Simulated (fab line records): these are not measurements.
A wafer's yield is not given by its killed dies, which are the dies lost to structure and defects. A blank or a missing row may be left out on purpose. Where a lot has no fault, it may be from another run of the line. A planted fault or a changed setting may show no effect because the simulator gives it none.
Struck lot and sound lot, side by side :: flow nandHarc :: 14 out of 1302 route steps
Sound: these wafers, L229.1, L229.2, L229.5. The struck wafers were L238.1, L238.2, L238.4. At the end, the cause is stated.
Order at every step that has rows: each side's tool, ch and its chambers, its first start. Under that, the readings that differ: sound wafers :: struck wafers :: difference of the means :: sigmas: that difference in standard deviations of wafers without a fault.
alike: readings whose means differ by less than 2 such deviations, and words and numbers that are the same on both sides. not compared: withheld readings, readings that some wafer has no value for, bounds like >300 that may hide the same value, and numbers for which the record gives no deviation and whose values overlap.
A row with sigmas, a row that says differs or no value, or rows on one side alone: a step with any of these is where the two part. Non-overlapping numbers with no deviation appear without sigmas and do not part them. A reading missing from all wafers of one side parts the sides only when that side holds two or more wafers.

NHARC_P_M1_INSPECT_27:
  struck on defectInspect-01, day 11 07:39; sound on defectInspect-02, day 7 03:35
  alike: rawDefectCount
NHARC_P_M1_PRE_CLEAN_32: time 12 s.
  sound on pecvd-02 ch 0,1,2, day 7 03:40; struck on pecvd-02 ch 1,2, day 11 07:44
  alike: heaterPowerW
NHARC_P_M1_DEP_33: deposits SiCN, target thk 30 nm.
  sound on pecvd-02 ch 0,1,2, day 7 03:47; struck on pecvd-02 ch 1,2, day 11 07:50
  alike: heaterPowerW, showerheadVppV
then, 9 steps without rows for these wafers: NHARC_P_M2_DEP_00 (deposits SiOC, target thk 182.5 nm); NHARC_P_M2_DEHYDRATE_01 (time 120 s); NHARC_P_M2_HMDS_02 (time 30 s); NHARC_P_M2_COAT_34 (time 65 s); NHARC_P_M2_COAT_03 (resist thk 90 nm); NHARC_P_M2_SOFTBAKE_04 (time 55 s); NHARC_P_M2_EBR_05; NHARC_P_M2_EXPOSE_06 (exposes mask P M2, target cd 170 nm); NHARC_P_M2_PEB_07 (peb time 65 s).
NHARC_P_M2_DEVELOP_08: develop time 35 s.
  sound on lithoTrack-06 ch 0, day 7 04:00; struck on lithoTrack-04, day 11 08:00
  no value came back on the struck wafers for chillPlateTempC (C), developTimeS (s); on the sound wafers chillPlateTempC (C) reads 23.08 23.14 23.04
NHARC_P_M2_CD_MEAS_09: target cd 170 nm.
  sound on cdSem-02 ch 0, day 7 05:04; struck on cdSem-02 ch 0, day 11 09:01
reading: cdNm (nm)
sound: 169.2 170.9 171.9
struck: - - -
difference: no value on the struck wafers
sigmas: 

== WHERE THEY PART ==
At NHARC_P_M2_DEVELOP_08 first; at NHARC_P_M2_CD_MEAS_09 last (within this record only).

WHY: what the simulator had put in
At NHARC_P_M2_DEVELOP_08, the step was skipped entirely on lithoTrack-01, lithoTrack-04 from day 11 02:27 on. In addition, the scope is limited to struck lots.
